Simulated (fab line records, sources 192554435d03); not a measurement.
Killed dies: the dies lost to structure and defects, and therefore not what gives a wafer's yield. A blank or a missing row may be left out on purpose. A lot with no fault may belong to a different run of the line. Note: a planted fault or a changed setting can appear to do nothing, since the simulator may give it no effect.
Which tool is to blame?    flow n5 finfet    24 lots with 72 wafers sampled at 5 steps, on a route of 1938 steps

== WHAT THE GAUGES READ, wafer by wafer ==
N5_BEOL_M7_CD_MEAS_18: pitch 80 nm, target cd 40 nm. Usual: cd nm at 40.0 nm, with a standard deviation of 0.56.
lot   measured      on         cd nm (nm)      flag
L074  day 8 22:47   cd sem-01  39.1 39.9 39.5  
L075  day 9 00:56   cd sem-01  39.8 41.5 40.3  
L076  day 9 11:47   cd sem-02  39.9 39.8 39.3  
L077  day 9 17:16   cd sem-02  39.6 39.4 39.6  
L079  day 10 01:59  cd sem-03  40.3 41.3 39.8  
L078  day 10 02:31  cd sem-03  40.7 39.9 39.9  
L080  day 10 07:52  cd sem-02  41.1 40.4 39.9  
L082  day 10 09:09  cd sem-01  40.1 40.3 40.2  
L081  day 10 10:56  cd sem-03  40.3 40.6 39.7  
L083  day 10 13:35  cd sem-03  39.2 39.0 39.0  
L084  day 11 09:37  cd sem-03  40.0 39.9 39.4  
L085  day 12 00:38  cd sem-02  39.3 39.9 39.1  
L086  day 12 01:12  cd sem-02  39.6 38.8 39.9  
L087  day 12 04:01  cd sem-03  40.1 39.8 39.8  
L088  day 12 04:35  cd sem-02  39.6 40.2 40.2  
L089  day 12 07:37  cd sem-02  39.4 39.5 39.9  
L090  day 12 23:27  cd sem-02  40.7 40.4 40.7  
L091  day 12 23:56  cd sem-03  40.8 39.8 40.2  
L092  day 13 02:28  cd sem-03  39.2 39.9 39.7  
L093  day 13 15:27  cd sem-03  39.7 39.2 39.8  
L094  day 14 00:51  cd sem-02  40.2 40.3 40.3  
L095  day 14 03:39  cd sem-03  40.0 40.9 39.4  
L096  day 14 03:55  cd sem-01  39.0 39.7 39.8  
L097  day 14 10:50  cd sem-02  40.2 39.8 39.5  

N5_BEOL_M8_CD_MEAS_18: pitch 80 nm, target cd 40 nm. Usual: cd nm at 40.2 nm, with a standard deviation of 0.64.
lot   measured      on         cd nm (nm)      flag
L074  day 9 08:08   cd sem-02  38.4 39.3 39.8  
L075  day 9 08:37   cd sem-03  38.8 40.8 40.1  
L076  day 9 19:52   cd sem-01  40.6 40.0 39.7  
L077  day 9 23:40   cd sem-03  39.6 38.8 38.9  
L079  day 10 07:56  cd sem-01  39.8 39.5 40.3  
L078  day 10 10:00  cd sem-01  39.2 39.9 39.1  
L080  day 10 16:02  cd sem-02  40.8 40.5 39.4  
L082  day 10 16:43  cd sem-02  39.9 40.1 39.9  
L081  day 10 18:59  cd sem-02  40.9 41.5 42.1  
L083  day 10 22:11  cd sem-01  41.0 39.7 40.3  
L084  day 11 16:28  cd sem-01  40.1 40.5 40.3  
L085  day 12 07:07  cd sem-01  40.9 40.1 39.9  
L086  day 12 07:17  cd sem-02  39.4 39.8 40.1  
L087  day 12 12:02  cd sem-02  40.0 40.3 39.9  
L088  day 12 12:19  cd sem-01  40.9 40.9 40.2  
L089  day 12 18:19  cd sem-03  40.6 40.4 39.4  
L090  day 13 07:27  cd sem-03  40.7 39.3 39.8  
L091  day 13 07:19  cd sem-02  40.0 40.9 39.8  
L092  day 13 10:35  cd sem-03  39.4 40.5 40.6  
L093  day 14 01:19  cd sem-01  40.5 40.5 40.9  
L094  day 14 10:28  cd sem-01  40.7 39.7 40.6  
L095  day 14 15:54  cd sem-01  40.8 39.9 39.9  
L096  day 14 16:05  cd sem-01  40.0 40.3 39.7  
L097  day 14 18:44  cd sem-03  40.6 40.7 40.5  

N5_BEOL_M8_OCD_MEAS_38. Usual: trench depth nm at 93.1 nm, with a standard deviation of 1.7.
lot   measured      on      trench depth nm (nm)  flag
L074  day 9 10:49   ocd-02  94.1 91.4 92.4        
L075  day 9 12:03   ocd-01  95.6 91.5 89.4        
L076  day 9 21:34   ocd-02  92.3 92.7 89.3        
L077  day 10 00:45  ocd-02  93.9 94.8 93.1        
L079  day 10 08:53  ocd-02  94.1 95.3 93.1        
L078  day 10 12:34  ocd-02  92.3 93.6 94.1        
L080  day 10 17:03  ocd-01  93.1 92.7 92.7        
L082  day 10 17:43  ocd-02  92.2 93.0 94.8        
L081  day 10 20:31  ocd-02  93.1 89.8 93.0        
L083  day 10 23:05  ocd-02  95.6 94.4 94.0        
L084  day 11 18:17  ocd-02  94.2 91.8 93.5        
L085  day 12 10:56  ocd-01  95.3 93.7 93.3        
L086  day 12 11:10  ocd-02  94.9 92.2 93.0        
L087  day 12 12:53  ocd-01  93.3 93.5 95.0        
L088  day 12 13:13  ocd-02  95.7 89.1 92.8        
L089  day 12 19:31  ocd-02  92.7 91.6 90.8        
L090  day 13 09:37  ocd-02  92.7 93.7 92.8        
L091  day 13 08:49  ocd-01  95.8 92.9 92.1        
L092  day 13 11:39  ocd-01  93.0 89.6 93.1        
L093  day 14 02:10  ocd-01  93.3 95.2 95.8        
L094  day 14 11:19  ocd-02  94.8 92.2 93.4        
L095  day 14 17:43  ocd-01  95.7 96.3 94.4        
L096  day 14 17:22  ocd-01  89.9 93.0 94.6        
L097  day 14 19:54  ocd-02  92.4 91.4 91.8        

== EACH LOT AND THE TOOL THAT RAN IT (in order: tool; ch and the chambers of the sampled wafers; start) ==
lot   N5_BEOL_M8_PECVD_70              N5_BEOL_M8_ETCH_66
L074  pecvd-03 ch 0,1, day 9 05:22     rie diel-04 ch 1,2, day 9 10:28
L075  pecvd-02 ch 0,1, day 9 06:04     rie diel-05 ch 0,1,3, day 9 11:42
L076  pecvd-02 ch 0,1, day 9 17:44     rie diel-05 ch 0,1,3, day 9 21:13
L077  pecvd-02 ch 0, day 9 22:04       rie diel-06 ch 1,2, day 10 00:23
L079  pecvd-04 ch 0,1, day 10 05:47    rie diel-04 ch 1,2,3, day 10 08:32
L078  pecvd-04 ch 0,1,2, day 10 08:22  rie diel-04 ch 1,2,3, day 10 12:12
L080  pecvd-03 ch 1,2, day 10 14:31    rie diel-04 ch 1,3, day 10 16:42
L082  pecvd-03 ch 0,1, day 10 15:24    rie diel-05 ch 0,1, day 10 17:22
L081  pecvd-02 ch 0,2, day 10 17:28    rie diel-04 ch 0,1,3, day 10 20:10
L083  pecvd-04 ch 0,1, day 10 19:21    rie diel-06 ch 1,2,3, day 10 22:44
L084  pecvd-03 ch 0,2, day 11 14:27    rie diel-05 ch 1,2,3, day 11 17:56
L085  pecvd-04 ch 0,1, day 12 05:43    rie diel-06 ch 0,1, day 12 10:35
L086  pecvd-03 ch 0,1, day 12 06:19    rie diel-05 ch 0,1,3, day 12 10:49
L087  pecvd-03 ch 0,1, day 12 07:53    rie diel-06 ch 1,2,3, day 12 12:32
L088  pecvd-04 ch 1,2, day 12 08:25    rie diel-04 ch 0,1,2, day 12 12:52
L089  pecvd-03 ch 0,1, day 12 14:47    rie diel-06 ch 0,1, day 12 19:10
L090  pecvd-04 ch 0,1, day 13 05:46    rie diel-06 ch 0,1,2, day 13 09:16
L091  pecvd-02 ch 0,1, day 13 05:40    rie diel-06 ch 1,3, day 13 08:28
L092  pecvd-02 ch 0,1,2, day 13 07:03  rie diel-05 ch 1,2, day 13 11:19
L093  pecvd-03 ch 0,1, day 13 22:31    rie diel-06 ch 1,3, day 14 01:49
L094  pecvd-03 ch 1,2, day 14 08:49    rie diel-06 ch 0,2,3, day 14 10:58
L095  pecvd-04 ch 0,1,2, day 14 12:53  rie diel-06 ch 1,2,3, day 14 17:22
L096  pecvd-03 ch 0,2, day 14 13:43    rie diel-05 ch 0,1,2, day 14 17:01
L097  pecvd-04 ch 0,1, day 14 16:28    rie diel-04 ch 0,1, day 14 19:33
- N5_BEOL_M8_PECVD_70: deposits SiO2 from TEOS/O2, target thk 20 nm, time 22.7 s.
- N5_BEOL_M8_ETCH_66: etches SOC in N2/H2, target depth 80 nm, overetch 16 nm, time 120 s.

== AS READ BY THE TOOLS THEMSELVES (means over the sampled wafers that have a number; for cases with no such wafer, the mark the record gives instead) ==
N5_BEOL_M8_PECVD_70. Usual: chamber pressure Torr 5.498 Torr, standard deviation 0.013; heater power w 711 W, standard deviation 81; showerhead plenum p Torr 8.77 Torr, standard deviation 0.06; showerhead vpp V 1321 V, standard deviation 73; throttle valve pct 22.0 %, standard deviation 0.73.
lot   tool      chamber pressure Torr (Torr)  heater power w (W)  showerhead plenum p Torr (Torr)  showerhead vpp V (V)  throttle valve pct (%)  flag
L074  pecvd-03  5.506                         675                 8.76                             1332                  22.3                    
L075  pecvd-02  5.518                         769                 8.78                             1220                  22.4                    
L076  pecvd-02  5.488                         694                 8.80                             1291                  21.7                    
L077  pecvd-02  5.490                         790                 8.81                             1353                  21.1                    
L079  pecvd-04  5.499                         655                 8.75                             1305                  22.3                    
L078  pecvd-04  5.497                         754                 8.79                             1369                  21.9                    
L080  pecvd-03  5.495                         673                 8.75                             1291                  22.1                    
L082  pecvd-03  5.509                         775                 8.79                             1327                  22.7                    
L081  pecvd-02  5.486                         764                 8.77                             1389                  21.1                    
L083  pecvd-04  5.492                         685                 8.77                             1308                  22.3                    
L084  pecvd-03  5.499                         645                 8.69                             1289                  21.2                    
L085  pecvd-04  5.496                         683                 8.82                             1335                  22.2                    
L086  pecvd-03  5.498                         685                 8.76                             1327                  22.3                    
L087  pecvd-03  5.505                         723                 8.75                             1346                  22.3                    
L088  pecvd-04  5.495                         777                 8.83                             1400                  21.6                    
L089  pecvd-03  5.504                         764                 8.76                             1330                  22.1                    
L090  pecvd-04  5.498                         626                 8.77                             1307                  22.3                    
L091  pecvd-02  5.488                         740                 8.77                             1230                  22.4                    
L092  pecvd-02  5.496                         768                 8.78                             1301                  21.9                    
L093  pecvd-03  5.491                         801                 8.78                             1322                  22.5                    
L094  pecvd-03  5.484                         751                 8.75                             1296                  22.1                    
L095  pecvd-04  5.478                         723                 8.79                             1373                  22.1                    
L096  pecvd-03  5.496                         628                 8.69                             1299                  21.4                    
L097  pecvd-04  5.506                         651                 8.77                             1303                  22.5                    

N5_BEOL_M8_ETCH_66. Usual: chamber pressure mTorr 30.00 mTorr, standard deviation 0.03; drypump motor current A 5.5 A, standard deviation 0.5; oes product au 0.59 a.u., standard deviation 0.06; rf vpp V 524 V, standard deviation 3; showerhead plenum p Torr 2.54 Torr, standard deviation 0.11; throttle valve pct 17.92 %, standard deviation 0.2.
lot   tool         chamber pressure mTorr (mTorr)  drypump motor current A (A)  oes product au (a.u.)  rf vpp V (V)  showerhead plenum p Torr (Torr)  throttle valve pct (%)  flag
L074  rie diel-04  30.01                           6.0                          0.59                   521           2.45                             17.84                   
L075  rie diel-05  30.03                           5.8                          0.59                   523           2.50                             17.87                   
L076  rie diel-05  30.00                           5.8                          0.58                   524           2.50                             17.85                   
L077  rie diel-06  30.03                           5.4                          0.55                   523           2.53                             18.16                   
L079  rie diel-04  29.98                           5.8                          0.59                   522           2.48                             17.89                   
L078  rie diel-04  30.01                           5.7                          0.59                   521           2.48                             17.89                   
L080  rie diel-04  29.97                           5.6                          0.57                   521           2.47                             17.85                   
L082  rie diel-05  29.98                           5.4                          0.62                   524           2.53                             17.81                   
L081  rie diel-04  30.00                           5.6                          0.55                   523           2.53                             17.93                   
L083  rie diel-06  30.04                           5.3                          0.60                   526           2.58                             18.09                   
L084  rie diel-05  30.02                           5.6                          0.67                   525           2.62                             17.65                   
L085  rie diel-06  30.01                           5.1                          0.55                   521           2.44                             17.90                   
L086  rie diel-05  29.97                           5.8                          0.64                   526           2.60                             17.76                   
L087  rie diel-06  30.02                           5.3                          0.59                   524           2.58                             18.12                   
L088  rie diel-04  30.00                           6.0                          0.56                   522           2.50                             17.97                   
L089  rie diel-06  30.00                           5.1                          0.55                   522           2.44                             17.91                   
L090  rie diel-06  30.00                           5.2                          0.54                   522           2.48                             18.06                   
L091  rie diel-06  29.99                           5.3                          0.59                   525           2.57                             18.18                   
L092  rie diel-05  29.96                           5.2                          0.63                   524           2.54                             17.74                   
L093  rie diel-06  30.00                           5.1                          0.62                   527           2.64                             18.05                   
L094  rie diel-06  30.00                           5.0                          0.58                   523           2.54                             17.94                   
L095  rie diel-06  30.01                           5.3                          0.58                   525           2.57                             18.15                   
L096  rie diel-05  30.01                           5.5                          0.60                   525           2.59                             17.87                   
L097  rie diel-04  30.02                           5.8                          0.61                   522           2.48                             17.81                   

== THE ANSWER, worked out from the rows above alone ==
Rule: a lot is off if the mean of its wafers that have a number lies more than 3 standard deviations from the usual mean. Also off: a lot with no number at a reading for which 4 or more lots have one. All remaining lots with rows at the step are treated as sound. The gauges are gone through in route order, then the tools' own readings, and for those a lot's mean is taken as printed above. The first step at which some lot is off is used, and at that step the reading that is off furthest; a lot without a number counts as furthest.
No lot is off at any reading shown: from this, nothing can be told.

== WHAT HAD BEEN PUT IN BY THE SIMULATOR ==
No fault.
